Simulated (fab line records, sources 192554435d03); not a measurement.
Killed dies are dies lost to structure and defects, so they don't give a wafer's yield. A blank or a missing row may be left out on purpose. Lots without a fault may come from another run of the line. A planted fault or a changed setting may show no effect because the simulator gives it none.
A struck lot beside a sound one | flow n5_finfet | 41 steps out of a route of 1938
Sound: wafers L421.4, L421.5, L421.6. Struck: wafers L413.3, L413.4, L413.6. The cause comes at the end.
At each step with rows: each side's tool, then ch and its chambers, then its first start. Under that, the readings that differ: sound wafers | struck wafers | difference of the means | sigmas: that difference in standard deviations of wafers without a fault.
alike: readings whose means differ by less than 2 such deviations, and words and numbers that are the same on both sides. not compared: withheld readings, readings that some wafer has no value for, bounds like >300 that may hide the same value, and numbers for which the record gives no deviation and whose values overlap.
The two part at a step that has a row with sigmas, a row that says differs or no value, or rows on one side only. Numbers that don't overlap but have no deviation are shown without sigmas and don't part them. A reading that every wafer of one side lacks parts them only if that side has two wafers or more.

first, 12 steps without rows for these wafers: N5_MOL_CONTACT_COAG_DESCUM_88 (chemistry O2, time 7 s); N5_MOL_CONTACT_COAG_ETCH_89 (etches underlayer in N2/H2, target depth 13 nm, time 10.4 s); N5_MOL_CONTACT_COAG_ETCH_90 (etches SiARC in CF4, target depth 13 nm, time 21.7 s); N5_MOL_CONTACT_COAG_ALD_131 (deposits SiO2, target thk 5 nm, pulse time 1 s, co reactant pulse time 1 s); N5_MOL_CONTACT_COAG_ETCHBACK_132 (etches SiO2 in CHF3, target depth 10 nm, time 6.7 s); N5_MOL_CONTACT_COAG_ETCH_91 (etches SOC in N2/H2, target depth 60 nm, overetch 21 nm, time 101.2 s); N5_MOL_CONTACT_COAG_STRIP_92 (strips in N2/H2); N5_MOL_CONTACT_COAG_STRIP_93 (strips in N2/H2); N5_MOL_CONTACT_COAG_ETCHBACK_135 (etches SiO2 in CHF3, target depth 25 nm, time 16.7 s); N5_MOL_CONTACT_COAG_STRIP_118 (strips in CHF3); N5_MOL_CONTACT_COAG_VIA_ETCH_46 (etches SiO2 in C4F6/O2, target depth 46 nm, overetch 9.2 nm, time 40 s); N5_MOL_CONTACT_COAG_STRIP_96 (strips in N2/H2).
N5_MOL_CONTACT_COAG_ETCH_47: etches SiNx in CH3F/O2, stops on W, target depth 27 nm.
  sound on rie_diel-02 ch 0,1,3, day 10 11:40; struck on rie_diel-05 ch 1,3, day 8 15:19
  no value came back on the struck wafers for any of 8 readings (CH3F_flow_sccm (sccm), O2_flow_sccm (sccm) and others); on the sound wafers CH3F_flow_sccm (sccm) reads 29.95 30.08 30.05
  not compared: rf_hours_counter_h, model.SiO2_of_MOL_CONTACT_COAG_PECVD_31.thk_nm
then, 25 steps without rows for these wafers: N5_MOL_CONTACT_COAG_STRIP_119 (strips in N2/H2, time 30 s); N5_MOL_CONTACT_COAG_PRECLEAN_144 (cleans in alkaline clean, time 60 s); N5_MOL_CONTACT_COAG_SRD_145 (time 30 s); N5_MOL_CONTACT_COAG_COAT_62 (time 60 s, resist thk 60 nm); N5_MOL_CONTACT_COAG_COAT_63 (time 60 s, resist thk 10 nm); N5_MOL_CONTACT_COAG_COAT_64 (time 60 s, resist thk 10 nm); N5_MOL_CONTACT_COAG_COAT_34 (resist thk 40 nm); N5_MOL_CONTACT_COAG_EBR_36; N5_MOL_CONTACT_COAG_SOFTBAKE_35 (time 60 s); N5_MOL_CONTACT_COAG_EXPOSE_37 (exposes mask VD, defocus 0 nm); N5_MOL_CONTACT_COAG_PEB_38 (peb time 60 s); N5_MOL_CONTACT_COAG_DEVELOP_39 (develop time 30 s); N5_MOL_CONTACT_COAG_DESCUM_45 (chemistry O2, time 7 s); N5_MOL_CONTACT_COAG_ETCH_65 (etches underlayer in N2/H2, target depth 13 nm, time 10.4 s); N5_MOL_CONTACT_COAG_ETCH_66 (etches SiARC in CF4, target depth 13 nm, time 21.7 s); N5_MOL_CONTACT_COAG_ALD_133 (deposits SiO2, target thk 5 nm, pulse time 1 s, co reactant pulse time 1 s); N5_MOL_CONTACT_COAG_ETCHBACK_134 (etches SiO2 in CHF3, target depth 10 nm, time 6.7 s); N5_MOL_CONTACT_COAG_ETCH_67 (etches SOC in N2/H2, target depth 60 nm, overetch 21 nm, time 101.2 s); N5_MOL_CONTACT_COAG_STRIP_68 (strips in N2/H2); N5_MOL_CONTACT_COAG_STRIP_69 (strips in N2/H2); N5_MOL_CONTACT_COAG_ETCHBACK_136 (etches SiO2 in CHF3, target depth 25 nm, time 16.7 s); N5_MOL_CONTACT_COAG_STRIP_120 (strips in CHF3); N5_MOL_CONTACT_COAG_VIA_ETCH_117 (etches SiO2 in C4F6/O2, target depth 40 nm, overetch 8 nm, time 26 s); N5_MOL_CONTACT_COAG_ETCH_124 (etches SiNx in CH3F/O2, stops on SiOC, target depth 6.5 nm); N5_MOL_CONTACT_COAG_ETCH_48 (etches SiOC in C4F6/O2, target depth 15 nm, overetch 4.5 nm, time 17 s).
N5_MOL_CONTACT_COAG_CMP_52: polishes, stops on SiO2, t overpolish 1.5 s, target thk 66.5 nm.
  sound on cmp-04 ch 0,3, day 10 13:48; struck on cmp-04 ch 0,1,3, day 8 18:04
  alike: motor_current_A, slurry_filter_dp_kPa
  not compared: model.SiO2_of_MOL_CONTACT_COAG_PECVD_31.thk_nm
N5_BEOL_M4_RC_MEAS_101:
  the record has rows for the sound wafers here (prober-01 ch 0, day 14 20:24) and none for the struck ones
-- the record jumps here: 8 days lie between the struck wafers' starts before and after (it left off in module BEOL_M4 and takes up again in module PASSIVATION, whose first step shown is number 1936 of the route) --
N5_PASSIVATION_PROBE_49:
  the record has rows for the struck wafers here (prober-02, day 17 00:10) and none for the sound ones

WHERE THEY PART
First at N5_MOL_CONTACT_COAG_ETCH_47; last, within this record, at N5_PASSIVATION_PROBE_49.

WHY: what the simulator had put in
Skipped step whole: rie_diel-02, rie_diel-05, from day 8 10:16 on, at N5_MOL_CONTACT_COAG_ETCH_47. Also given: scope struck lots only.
